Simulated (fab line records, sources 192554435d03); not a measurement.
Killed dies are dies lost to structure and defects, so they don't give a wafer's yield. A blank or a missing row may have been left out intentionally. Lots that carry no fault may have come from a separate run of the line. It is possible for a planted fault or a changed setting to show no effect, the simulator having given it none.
fab line records	flow n5-finfet
[record] lots = 5	wafers = 14	last-day = 17
route steps=1938 shown MOL_CONTACT_COAG@576 PASSIVATION@1936
lots untouched by any fault: they come from a run of this same line in which no faults occurred
start-h: hours from the record's first day to the start of the lot's first wafer shown	wait-h: how many hours have passed since the lot's step before this one	" the same as in the row above	L1.1+2: a single row standing in for several wafers	- no value, or no start given	* or withheld: withheld	< > ~ a bound
route shown NAME@n: names a module that has steps shown in the file, with the first one's number in the route	usual: average and standard deviation across the fault-free wafers	same: alike in all rows	chamber/n: place in a boat	sites: per-site readings	_std_site: how widely they spread, as a standard deviation	_edge_site: the outer-site mean with the inner-site mean subtracted	radius-mm: for every site, how far away it sits from the centre of the wafer	mask NAME#n: copy n	behind: the tool/chamber that last shaped the wafer	hold: the reason the lot was held/the length of the hold in hours/how it ended	device: names the non-switching transistor (n, p or np)	end of line: the route-end tests of the same wafers	step lacking rows: just its recipe	killed: not the wafer's yield, but the dies lost to structure and defects at the first sort	map: per-die view of a wafer (x killed, . not killed, _ where there is no die)
set.NAME: the setting as run; set.NAME@STEP: as run at that earlier step	model.NAME: the simulator's own value behind a step, which no gauge read
a table for each step, a row for each wafer; lots at some steps of the route
services: when a tool's chamber went out of use (start-h, in hours from the record's first day, below 0 if earlier), for how many hours, and the reason
[[steps]]
[step N5_MOL_CONTACT_COAG_DESCUM_88]
[recipe] chemistry = O2	time-s = 7	source-power-w = 50	bias-power-w = 20	pressure-mtorr = 20	rf-frequency-hz = 2.712e+07	temp-c = 40	resist = CAR-EUV	o2-flow-sccm = 225
[step N5_MOL_CONTACT_COAG_ETCH_89]
[recipe] chemistry = N2/H2	target = underlayer	target-depth-a = 130	mask-material = CAR-EUV	time-s = 10.4	ion-energy-ev = 200	pressure-mtorr = 30	source-w = 840	bias-w = 150	n2-flow-sccm = 200	h2-flow-sccm = 200	ends = cleared
[step N5_MOL_CONTACT_COAG_ETCH_90]
[recipe] chemistry = CF4	target = SiARC	target-depth-a = 130	mask-material = CAR-EUV	time-s = 21.7	ion-energy-ev = 80	pressure-mtorr = 40	source-w = 545	bias-w = 36	Ar_flow_sccm = 100	cf4-flow-sccm = 100	ends = cleared
[step N5_MOL_CONTACT_COAG_ALD_131]
[recipe] material = SiO2	target-thk-a = 50	temp-c = 100	ald-precursor-family = BDEAS	ald-co-reactant = O2-plasma	pulse-time-s = 1	co-reactant-pulse-time-s = 1	purge-time-s = 2	co-reactant-purge-time-s = 2	ald-cycles = 35	pressure-torr = 2
[step N5_MOL_CONTACT_COAG_ETCHBACK_132]
[recipe] chemistry = CHF3	target = SiO2	target-depth-a = 100	time-s = 6.7	ion-energy-ev = 200	pressure-mtorr = 30	source-w = 610	bias-w = 170	Ar_flow_sccm = 200	CHF3_flow_sccm = 50
[step N5_MOL_CONTACT_COAG_ETCH_91]
[recipe] chemistry = N2/H2	target = SOC	target-depth-a = 600	overetch-a = 210	mask-material = SiARC	temp-c = 40	time-s = 101.2	ion-energy-ev = 200	pressure-mtorr = 30	source-w = 840	bias-w = 150	n2-flow-sccm = 200	h2-flow-sccm = 200
[step N5_MOL_CONTACT_COAG_STRIP_92]
[recipe] chemistry = N2/H2	temp-c = 40	n2-flow-sccm = 200	h2-flow-sccm = 200	rf-frequency-hz = 6e+07
[step N5_MOL_CONTACT_COAG_STRIP_93]
[recipe] chemistry = N2/H2	temp-c = 40	n2-flow-sccm = 200	h2-flow-sccm = 200	rf-frequency-hz = 6e+07
[step N5_MOL_CONTACT_COAG_ETCHBACK_135]
[recipe] chemistry = CHF3	target = SiO2	target-depth-a = 250	time-s = 16.7	ion-energy-ev = 200	pressure-mtorr = 30	source-w = 610	bias-w = 170	Ar_flow_sccm = 200	CHF3_flow_sccm = 50
[step N5_MOL_CONTACT_COAG_STRIP_118]
[recipe] chemistry = CHF3	resist = SiARC	rf-frequency-hz = 6e+07
[step N5_MOL_CONTACT_COAG_VIA_ETCH_46]
[recipe] chemistry = C4F6/O2	target-depth-a = 460	overetch-a = 92	mask-material = SOC	target = SiO2	bias-w = 455	pressure-mtorr = 10	time-s = 40	source-w = 325	Ar_flow_sccm = 300	C4F6_flow_sccm = 10	O2_flow_sccm = 10	ion-energy-ev = 575.3	ends = end-point
[usual] chamber-pressure-mTorr = 10.000/0.0088	drypump-motor-current-A = 5.65/0.3	mfc-ar-sccm = 300.1/1	oes_f_703_au = 0.75/0.066	oes-product-au = 0.67/0.055	rf-vpp-V = 1583/24	showerhead-plenum-p-Torr = 2.85/0.09	throttle-valve-pct = 40.7/0.35
lot.wafer	tool	chamber	start-h	wait-h	chamber-pressure-mTorr	drypump-motor-current-A	mfc-ar-sccm	oes_f_703_au	oes-product-au	rf-hours-counter-h	rf-vpp-V	showerhead-plenum-p-Torr	throttle-valve-pct	model.etch.depth-nm	model.SOC_of_MOL_CONTACT_COAG_COAT_75.thk-nm
L245.1	rie-diel-06	1	101.91	0.0	10.007	5.44	298.7	0.74	0.67	175	1647	2.84	41.5	45.45	50.4
L245.4	"	2	"	"	10.003	6.27	300.8	0.72	0.64	227	1558	2.71	41.5	45.85	50.4
L245.6	"	0	"	"	10.004	5.82	300.7	0.78	0.69	-	1572	2.96	41.2	46.46	50.6
L253.1	rie-diel-02	0	145.18	0.0	9.997	5.60	299.0	0.68	0.63	206	1589	2.81	40.3	46.14	50.8
L253.4	"	3	"	"	10.005	5.57	298.3	0.75	0.67	196	1576	2.82	40.9	47.38	50.6
L253.6	"	0	"	"	9.990	5.57	300.7	0.68	0.63	-	1589	2.81	40.3	46.13	50.6
L264.3	rie-diel-06	3	211.44	0.0	9.995	5.21	299.3	0.72	0.55	179	1561	2.70	40.3	33.6	53.2
L264.4	"	2	"	"	10.020	6.27	296.8	0.95	0.85	6	1582	3.04	40.5	46.81	50.4
L264.6	"	3	"	"	9.994	5.21	298.2	0.72	0.66	-	1560	2.70	40.4	46.73	50.6
L266.2	rie-diel-06	0	223.39	0.0	9.999	5.79	298.3	0.75	0.65	193	1571	2.94	41.2	45.83	50.8
L266.4	"	1	"	"	9.986	5.42	299.0	0.71	0.64	221	1644	2.82	41.5	46.28	50.4
L266.5	"	2	"	"	9.998	6.26	299.8	0.94	0.72	-	1584	3.03	40.3	34.44	53.2
L268.3	rie-diel-06	3	235.16	0.0	10.018	5.23	300.3	0.72	0.55	186	1560	2.70	40.3	34.12	53.2
L268.5	"	0	"	"	10.015	5.82	299.3	0.74	0.55	-	1571	2.94	41.1	33.99	53.2
[step N5_MOL_CONTACT_COAG_STRIP_96]
[recipe] chemistry = N2/H2	power-w = 500	temp-c = 40	pressure-mtorr = 50	rf-frequency-hz = 6e+07	overash-fraction = 0.3	bias-power-w = 28	h2-frac = 0.5	n2-flow-sccm = 300	h2-flow-sccm = 300
[step N5_MOL_CONTACT_COAG_ETCH_47]
[recipe] chemistry = CH3F/O2	target = SiNx	target-depth-a = 270	mask-material = SiO2	stop-on = W	over-etch-frac = 0.2	ion-energy-ev = 120	endpoint = OES-CN	pressure-mtorr = 30	source-w = 395	bias-w = 73	Ar_flow_sccm = 150	CH3F_flow_sccm = 30	O2_flow_sccm = 20	ends = end-point
[usual] chamber-pressure-mTorr = 29.995/0.028	drypump-motor-current-A = 5.65/0.3	etch-rf-on-time-s = 31.4/0.49	mfc-ar-sccm = 150.0/0.5	oes_f_703_au = 0.75/0.067	oes-product-au = 0.67/0.056	rf-vpp-V = 297/4.9	showerhead-plenum-p-Torr = 2.01/0.067	throttle-valve-pct = 16.40/0.22
lot.wafer	tool	chamber	start-h	wait-h	chamber-pressure-mTorr	drypump-motor-current-A	etch-rf-on-time-s	mfc-ar-sccm	oes_f_703_au	oes-product-au	rf-hours-counter-h	rf-vpp-V	showerhead-plenum-p-Torr	throttle-valve-pct	model.etch.over-etch-s
L245.1	rie-diel-06	1	102.02	0.0	29.994	5.45	32.0	150.3	0.74	0.67	175	310	2.00	16.65	5.332
L245.4	"	2	"	"	29.976	6.27	31.3	149.7	0.73	0.63	227	292	1.90	16.66	5.219
L245.6	"	0	"	"	30.000	5.80	31.7	149.2	0.78	0.67	-	293	2.09	16.42	5.278
L253.1	rie-diel-02	0	145.29	0.0	29.962	5.63	31.9	150.5	0.68	0.62	206	298	1.98	16.32	5.315
L253.4	"	3	"	"	29.996	5.58	31.0	149.3	0.74	0.66	196	295	1.98	16.81	5.174
L253.6	"	0	"	"	29.986	5.58	32.1	150.1	0.68	0.63	-	298	1.98	16.32	5.347
L264.3	rie-diel-06	3	211.54	0.0	30.020	5.20	50.8	150.4	0.71	0.27	179	292	1.90	16.09	0
L264.4	"	2	"	"	29.981	6.27	31.3	149.6	0.96	0.84	6	297	2.14	16.15	5.212
L264.6	"	3	"	"	30.025	5.18	31.8	151.0	0.72	0.64	-	293	1.90	16.14	5.297
L266.2	rie-diel-06	0	223.50	0.0	30.000	5.79	31.2	150.4	0.75	0.65	193	294	2.07	16.49	5.199
L266.4	"	1	"	"	30.008	5.44	31.8	149.5	0.70	0.64	221	307	1.98	16.73	5.29
L266.5	"	2	"	"	29.925	6.25	50.8	150.3	0.95	0.36	-	298	2.14	16.12	0
L268.3	rie-diel-06	3	235.27	0.0	29.996	5.19	50.8	150.6	0.72	0.27	186	291	1.90	16.09	0
L268.5	"	0	"	"	30.036	5.80	50.8	149.5	0.74	0.27	-	294	2.07	16.47	0
[step N5_MOL_CONTACT_COAG_STRIP_119]
[recipe] chemistry = N2/H2	time-s = 30	power-w = 1000	temp-c = 250	pressure-mtorr = withheld	n2-flow-sccm = 1750	h2-flow-sccm = 3250
[step N5_PASSIVATION_PROBE_49]
[usual] killed_at_M0_to_M3 = 34/12	killed_at_M4_up = 12/4.9	killed-at-contacts = 13/7.2	killed-at-front-end = 39/12	killed-at-other = 3.7/2.9	killed-dies = 101/18	killed-on-rim = 13/4	killed-open = 67/14	killed-short = 33/7.2
[same] gross-dies = 1180	killed-at-back-side = 0
lot.wafer	tool	chamber	start-h	wait-h	killed_at_M0_to_M3	killed_at_M4_up	killed-at-contacts	killed-at-front-end	killed-at-other	killed-dies	killed-on-rim	killed-open	killed-short
L253.1	prober-02	-	329.08	0.0	31	11	7	33	3	85	9	63	21
L266.5	prober-01	-	398.34	0.3	35	13	1072	58	2	1180	152	86	39
L264.3	prober-01	-	399.50	0.1	41	15	1097	25	2	1180	152	55	28
L264.4	prober-01	-	399.55	0.2	27	13	3	17	7	67	14	50	15
L264.6	prober-01	-	399.65	0.3	44	21	8	27	7	107	19	63	38
L268.3	prober-02	-	412.53	0.1	32	8	1098	37	5	1180	152	70	34
L268.5	prober-02	-	412.63	0.2	36	3	1096	35	10	1180	152	81	31
// killed by level:class
L253.1 BEOL_M2:geometric-particle:open=10 FIN_SAQP:geometric-particle:open=8 MOL_CONTACT_COAG:geometric-particle:open=7 STI_FIN_REVEAL:geometric-particle:open=5 BEOL_M0_SAQP:geometric-particle:open=5 DUMMY_GATE:geometric-particle:open=4 BEOL_M0_SAQP:geometric-particle:short=4 BEOL_M4:geometric-particle:open=4
L266.5 MOL_CONTACT_COAG:area-etch=1053 FIN_SAQP:geometric-particle:open=14 MOL_CONTACT_COAG:geometric-particle:open=14 FIN_SAQP:geometric-particle:short=12 BEOL_M0_SAQP:geometric-particle:open=9 BEOL_M2:geometric-particle:open=7 BEOL_M1:geometric-particle:open=6 STI_FIN_REVEAL:geometric-particle:open=5
L264.3 MOL_CONTACT_COAG:area-etch=1094 BEOL_M2:geometric-particle:open=12 DUMMY_GATE:geometric-particle:open=8 BEOL_M0_SAQP:geometric-particle:short=8 BEOL_M8:geometric-particle:open=6 BEOL_M0_SAQP:geometric-particle:open=5 BEOL_M0:geometric-particle:open=5 BEOL_M1:geometric-particle:open=5
L264.4 BEOL_M0:geometric-particle:open=9 BEOL_M1:geometric-particle:open=5 BEOL_M3:geometric-particle:open=5 BEOL_M4:geometric-particle:open=5 FIN_SAQP:geometric-particle:open=4 DUMMY_GATE:geometric-particle:open=3 MOL_CONTACT_COAG:geometric-particle:open=3 BEOL_M0_SAQP:geometric-particle:open=3
L264.6 BEOL_M0_SAQP:geometric-particle:short=10 BEOL_M4:geometric-particle:open=10 BEOL_M0_SAQP:geometric-particle:open=9 BEOL_M0:geometric-particle:open=7 MOL_CONTACT_COAG:geometric-particle:open=6 DUMMY_GATE:geometric-particle:short=5 DUMMY_GATE:geometric-particle:open=5 BEOL_M0:geometric-particle:short=5
L268.3 MOL_CONTACT_COAG:area-etch=1076 MOL_CONTACT_COAG:geometric-particle:open=17 FIN_SAQP:geometric-particle:short=16 BEOL_M0_SAQP:geometric-particle:open=14 BEOL_M3:geometric-particle:open=6 STI_FIN_REVEAL:geometric-particle:open=5 MOL_CONTACT_COAG:geometric-particle:short=5 BEOL_M0_SAQP:geometric-particle:short=5
L268.5 MOL_CONTACT_COAG:area-etch=1068 MOL_CONTACT_COAG:geometric-particle:open=23 BEOL_M0_SAQP:geometric-particle:open=13 STI_FIN_REVEAL:geometric-particle:open=12 BEOL_M1:geometric-particle:open=6 MOL_CONTACT_COAG:geometric-particle:short=5 BEOL_M0_SAQP:geometric-particle:short=5 FIN_SAQP:geometric-particle:open=4
// map L264.3 (x killed, . not)
_________________xxxxxxxxxxxx________________
______________xxxxxxxxxxxxxxxxxx_____________
___________xxxxxxxxxxxxxxxxxxxxxxxx__________
__________xxxxxxxxxxxxxxxxxxxxxxxxxx_________
________xxxxxxxxxxxxxxxxxxxxxxxxxxxxxx_______
_______xxxxxxxxxxxxxxxxxxxxxxxxxxxxxxxx______
______xxxxxxxxxxxxxxxxxxxxxxxxxxxxxxxxxx_____
_____xxxxxxxxxxxxxxxxxxxxxxxxxxxxxxxxxxxx____
____xxxxxxxxxxxxxxxxxxxxxxxxxxxxxxxxxxxxxx___
___xxxxxxxxxxxxxxxxxxxxxxxxxxxxxxxxxxxxxxxx__
___xxxxxxxxxxxxxxxxxxxxxxxxxxxxxxxxxxxxxxxx__
__xxxxxxxxxxxxxxxxxxxxxxxxxxxxxxxxxxxxxxxxxx_
__xxxxxxxxxxxxxxxxxxxxxxxxxxxxxxxxxxxxxxxxxx_
_xxxxxxxxxxxxxxxxxxxxxxxxxxxxxxxxxxxxxxxxxxxx
_xxxxxxxxxxxxxxxxxxxxxxxxxxxxxxxxxxxxxxxxxxxx
_xxxxxxxxxxxxxxxxxxxxxxxxxxxxxxxxxxxxxxxxxxxx
_xxxxxxxxxxxxxxxxxxxxxxxxxxxxxxxxxxxxxxxxxxxx
_xxxxxxxxxxxxxxxxxxxxxxxxxxxxxxxxxxxxxxxxxxxx
_xxxxxxxxxxxxxxxxxxxxxxxxxxxxxxxxxxxxxxxxxxxx
_xxxxxxxxxxxxxxxxxxxxxxxxxxxxxxxxxxxxxxxxxxxx
_xxxxxxxxxxxxxxxxxxxxxxxxxxxxxxxxxxxxxxxxxxxx
__xxxxxxxxxxxxxxxxxxxxxxxxxxxxxxxxxxxxxxxxxx_
__xxxxxxxxxxxxxxxxxxxxxxxxxxxxxxxxxxxxxxxxxx_
___xxxxxxxxxxxxxxxxxxxxxxxxxxxxxxxxxxxxxxxx__
___xxxxxxxxxxxxxxxxxxxxxxxxxxxxxxxxxxxxxxxx__
____xxxxxxxxxxxxxxxxxxxxxxxxxxxxxxxxxxxxxx___
_____xxxxxxxxxxxxxxxxxxxxxxxxxxxxxxxxxxxx____
______xxxxxxxxxxxxxxxxxxxxxxxxxxxxxxxxxx_____
_______xxxxxxxxxxxxxxxxxxxxxxxxxxxxxxxx______
________xxxxxxxxxxxxxxxxxxxxxxxxxxxxxx_______
__________xxxxxxxxxxxxxxxxxxxxxxxxxx_________
___________xxxxxxxxxxxxxxxxxxxxxxxx__________
______________xxxxxxxxxxxxxxxxxx_____________
_________________xxxxxxxxxxxx________________
// map L266.5 (x killed, . not)
_________________xxxxxxxxxxxx________________
______________xxxxxxxxxxxxxxxxxx_____________
___________xxxxxxxxxxxxxxxxxxxxxxxx__________
__________xxxxxxxxxxxxxxxxxxxxxxxxxx_________
________xxxxxxxxxxxxxxxxxxxxxxxxxxxxxx_______
_______xxxxxxxxxxxxxxxxxxxxxxxxxxxxxxxx______
______xxxxxxxxxxxxxxxxxxxxxxxxxxxxxxxxxx_____
_____xxxxxxxxxxxxxxxxxxxxxxxxxxxxxxxxxxxx____
____xxxxxxxxxxxxxxxxxxxxxxxxxxxxxxxxxxxxxx___
___xxxxxxxxxxxxxxxxxxxxxxxxxxxxxxxxxxxxxxxx__
___xxxxxxxxxxxxxxxxxxxxxxxxxxxxxxxxxxxxxxxx__
__xxxxxxxxxxxxxxxxxxxxxxxxxxxxxxxxxxxxxxxxxx_
__xxxxxxxxxxxxxxxxxxxxxxxxxxxxxxxxxxxxxxxxxx_
_xxxxxxxxxxxxxxxxxxxxxxxxxxxxxxxxxxxxxxxxxxxx
_xxxxxxxxxxxxxxxxxxxxxxxxxxxxxxxxxxxxxxxxxxxx
_xxxxxxxxxxxxxxxxxxxxxxxxxxxxxxxxxxxxxxxxxxxx
_xxxxxxxxxxxxxxxxxxxxxxxxxxxxxxxxxxxxxxxxxxxx
_xxxxxxxxxxxxxxxxxxxxxxxxxxxxxxxxxxxxxxxxxxxx
_xxxxxxxxxxxxxxxxxxxxxxxxxxxxxxxxxxxxxxxxxxxx
_xxxxxxxxxxxxxxxxxxxxxxxxxxxxxxxxxxxxxxxxxxxx
_xxxxxxxxxxxxxxxxxxxxxxxxxxxxxxxxxxxxxxxxxxxx
__xxxxxxxxxxxxxxxxxxxxxxxxxxxxxxxxxxxxxxxxxx_
__xxxxxxxxxxxxxxxxxxxxxxxxxxxxxxxxxxxxxxxxxx_
___xxxxxxxxxxxxxxxxxxxxxxxxxxxxxxxxxxxxxxxx__
___xxxxxxxxxxxxxxxxxxxxxxxxxxxxxxxxxxxxxxxx__
____xxxxxxxxxxxxxxxxxxxxxxxxxxxxxxxxxxxxxx___
_____xxxxxxxxxxxxxxxxxxxxxxxxxxxxxxxxxxxx____
______xxxxxxxxxxxxxxxxxxxxxxxxxxxxxxxxxx_____
_______xxxxxxxxxxxxxxxxxxxxxxxxxxxxxxxx______
________xxxxxxxxxxxxxxxxxxxxxxxxxxxxxx_______
__________xxxxxxxxxxxxxxxxxxxxxxxxxx_________
___________xxxxxxxxxxxxxxxxxxxxxxxx__________
______________xxxxxxxxxxxxxxxxxx_____________
_________________xxxxxxxxxxxx________________
[[services]]
tool	chamber	start-h	hours	kind
rie-diel-06	3	119.33	22.6	repair
rie-diel-02	1	146.47	3.9	repair
rie-diel-06	2	165.55	-	clean
rie-diel-06	2	165.55	-	consumable-replace:focus-ring
rie-diel-06	2	165.55	-	consumable-replace:showerhead
rie-diel-06	2	165.55	25.6	scheduled-down
rie-diel-06	2	165.55	25.6	vent-cycle
rie-diel-02	3	185.18	6.4	repair
[[key]]
[first-sign] step = N5_MOL_CONTACT_COAG_ETCH_47	reading = etch-rf-on-time-s	direction = up	sigmas = 40	usual = *	struck = *
[effect] step = N5_MOL_CONTACT_COAG_ETCH_47	reading = oes-product-au	direction = down	sigmas = 6.7	usual = 0.67	struck = 0.29
[effect] step = N5_PASSIVATION_PROBE_49	reading = killed-at-contacts	direction = up	sigmas = 99+	usual = 13	struck = 1091
[model-effect] step = N5_MOL_CONTACT_COAG_VIA_ETCH_46	value = etch.depth-nm	without = 46.49	struck = 34.04
[model-effect] step = N5_MOL_CONTACT_COAG_ETCH_47	value = etch.over-etch-s	without = 5.204	struck = 0
[more-kills-born-at] N5_MOL_CONTACT_COAG_VIA_ETCH_46@rie-diel-06 = 4291
met-at N5_MOL_CONTACT_COAG_VIA_ETCH_46
struck-wafers L264.3,L266.5,L268.3,L268.5
later-rows-left-out L264.3,L266.5,L268.3,L268.5
tester-left-out L264,L266,L268
onset-between 101.91 211.44
[fault] kind = process-parameter-drift	tool = rie-diel-06	chamber = -	onset-h = 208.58	steps = N5_MOL_CONTACT_COAG_VIA_ETCH_46	channel = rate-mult	offset = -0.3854	shape = step	end-h = 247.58	scope = struck-wafers-only
// tester-left-out: of these lots the tester's yield and bins aren't shown, on N5 and GAA mostly nor the transistor test; their killed dies are dies lost to structure and defects alone, not to doping, threshold or leakage, so they don't give the yield
// later-rows-left-out: the simulator's readings of these wafers behind a module that went badly wrong aren't trusted and aren't shown, but for the sort
